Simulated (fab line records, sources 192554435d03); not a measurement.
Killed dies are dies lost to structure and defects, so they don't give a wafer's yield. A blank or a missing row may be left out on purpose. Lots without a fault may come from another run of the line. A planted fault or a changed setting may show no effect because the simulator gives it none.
Split-lot experiment | flow n5_finfet | 7 lots, 21 wafers read, on a route of 1938 steps

THE SPLIT
At N5_BEOL_M5_COAT_22 (resist thk 30 nm), the setting spin_rpm was moved away from the recipe's 1500 rpm on 6 of the 21 wafers read, by -7.7% to -5.3%. The other wafers ran this setting at the recipe's value.

FROM THE SPLIT TO THE READING: what the file shows between them, 7 steps
- N5_BEOL_M5_EBR_24
- N5_BEOL_M5_SOFTBAKE_23: time 60 s
- N5_BEOL_M5_EXPOSE_25: exposes mask V4, defocus 10 nm
- N5_BEOL_M5_PEB_26: peb time 60 s
- N5_BEOL_M5_DEVELOP_27: develop time 30 s
- N5_BEOL_M5_DESCUM_33: chemistry O2, time 7 s
- N5_BEOL_M5_ETCH_75: etches underlayer in N2/H2, target depth 6.5 nm, time 5.2 s

THE READING
CAR-EUV_of_BEOL_M5_COAT_22.thk_nm (the simulator's own value, which no gauge read), in nm, at N5_BEOL_M5_ETCH_67 (etches SiARC in CF4, target depth 15.6 nm, time 26 s). The file gives no usual value for it. The 15 wafers here that ran the recipe average 11.1 nm, standard deviation 0.14 nm.

wafer  | tool, chamber at the split | spin_rpm as run, rpm | against the recipe | CAR-EUV_of_BEOL_M5_COAT_22.thk_nm, nm | against lot-mates on the recipe
L075.1 | litho_track-05, 0          | 1500                 | recipe             | 11                                    | -
L075.5 | litho_track-05, 0          | 1500                 | recipe             | 11                                    | -
L075.6 | litho_track-05, 0          | 1500                 | recipe             | 11.2                                  | -
L077.3 | litho_track-01, 0          | 1500                 | recipe             | 11.2                                  | -
L077.6 | litho_track-01, 0          | 1500                 | recipe             | 11.2                                  | -
L077.5 | litho_track-01, 0          | 1500                 | recipe             | 11.4                                  | -
L080.1 | litho_track-01, 0          | 1500                 | recipe             | 11                                    | -
L080.6 | litho_track-01, 0          | 1500                 | recipe             | 11                                    | -
L080.5 | litho_track-01, 0          | 1500                 | recipe             | 11.2                                  | -
L084.2 | litho_track-01, 0          | 1384                 | -7.7%              | 12.2                                  | +1.1
L084.3 | litho_track-01, 0          | 1500                 | recipe             | 11.2                                  | -
L084.5 | litho_track-01, 0          | 1500                 | recipe             | 11                                    | -
L085.1 | litho_track-01, 0          | 1500                 | recipe             | 11.4                                  | -
L085.2 | litho_track-01, 0          | 1500                 | recipe             | 11                                    | -
L085.6 | litho_track-01, 0          | 1500                 | recipe             | 11.2                                  | -
L089.3 | litho_track-01, 0          | 1421                 | -5.3%              | 12                                    | +1.0
L089.5 | litho_track-01, 0          | 1421                 | -5.3%              | 12                                    | +1.0
L089.6 | litho_track-01, 0          | 1500                 | recipe             | 11                                    | -
L097.1 | litho_track-04, 0          | 1399                 | -6.7%              | 12.2                                  | no lot-mate on the recipe
L097.2 | litho_track-04, 0          | 1399                 | -6.7%              | 12.2                                  | no lot-mate on the recipe
L097.6 | litho_track-04, 0          | 1399                 | -6.7%              | 12.4                                  | no lot-mate on the recipe

THE FIT
A straight line over all 21 wafers: CAR-EUV_of_BEOL_M5_COAT_22.thk_nm changes by -0.16 nm for each +1% of spin_rpm; r = -0.96; the points scatter about the line by 0.14 nm.
The same after taking each lot's own level away (the mean of its wafers on the recipe; 18 wafers): -0.164 nm for each +1%; r = -0.96; scatter 0.12 nm.
On that fit, the largest move of spin_rpm shifts the reading by 1.3 nm.
The lots' own levels span 11.00 to 11.27 nm, that is 1.9 times the standard deviation above.
So the lot-to-lot level changes the slope little: the two slopes agree.
Check: with one of the wafers moved furthest among these (-7.7%) left out of the fit, the line predicts +1.47 nm for it against its lot-mates. It came out at +1.1 nm against them.

THE WHOLE CHAIN: every reading that the file lists as answering this split, in the file's order
step                  | what it does                                         | reading                                                                            | change (the file's fit)               | r (the file's)
N5_BEOL_M5_COAT_22    | resist thk 30 nm                                     | CAR-EUV_of_BEOL_M5_COAT_22.thk_nm (the simulator's own value, which no gauge read) | -0.136 nm for each +1% of the setting | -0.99
N5_BEOL_M5_DEVELOP_27 | develop time 30 s                                    | CAR-EUV_of_BEOL_M5_COAT_22.thk_nm (the simulator's own value, which no gauge read) | -0.154 nm for each +1% of the setting | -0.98
N5_BEOL_M5_ETCH_67    | etches SiARC in CF4, target depth 15.6 nm, time 26 s | CAR-EUV_of_BEOL_M5_COAT_22.thk_nm (the simulator's own value, which no gauge read) | -0.157 nm for each +1% of the setting | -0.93

THE FILE'S OWN FIT
CAR-EUV_of_BEOL_M5_COAT_22.thk_nm changes by -0.157 nm for each +1% of spin_rpm, r = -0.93.
